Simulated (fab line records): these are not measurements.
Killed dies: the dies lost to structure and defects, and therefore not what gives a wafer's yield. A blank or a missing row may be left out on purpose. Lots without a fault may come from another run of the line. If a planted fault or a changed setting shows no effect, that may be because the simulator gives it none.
Chamber matching -- flow nand_harc -- NHARC_A_CHANNEL_FILL_D1_ETCHBACK_20 on rie_diel-04 has 4 sister chambers
The step etches the open film in C4F8/O2/Ar, target depth 27 nm, time 13.5 s. 4 wafers are shown with their chamber, then 7 later ones without.

WAFERS PAIRED WITH THEIR CHAMBERS
wafer,chamber,rf_vpp_V (V)
L081.2,1,972
L088.6,0,983
L090.1,3,973
L090.3,2,971

WAFERS MISSING THEIR CHAMBER
wafer,rf_vpp_V (V)
L090.5,985
L092.3,972
L092.4,970
L092.6,972
L094.1,970
L094.3,973
L094.4,973

CHAMBER TAKEN BY EACH
wafer,from the rows above,in truth
L090.5,0,0
L092.3,can't be placed: 1 or 2 or 3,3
L092.4,can't be placed: 2 or 1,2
L092.6,can't be placed: 1 or 2 or 3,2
L094.1,can't be placed: 2 or 1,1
L094.3,can't be placed: 3 or 1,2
L094.4,can't be placed: 3 or 1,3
Correct placement for 1 of the 7. From these rows, 6 cannot be placed; in 5 the true chamber is one of the candidates. Wrongly placed: 0.
How it was worked out, from the rows above alone: a wafer's distance from a chamber is the root of the sum, over the readings, of the square of ((its reading less the chamber's mean) divided by the reading's scatter). If the next closest chamber is less than 2 further off than the closest, the wafer can't be placed; otherwise it belongs to the closest. The mean given for a chamber averages the wafers shown for that chamber. The scatter: root of mean squared gap, hidden wafer to nearest shown wafer, with one shown wafer a chamber.
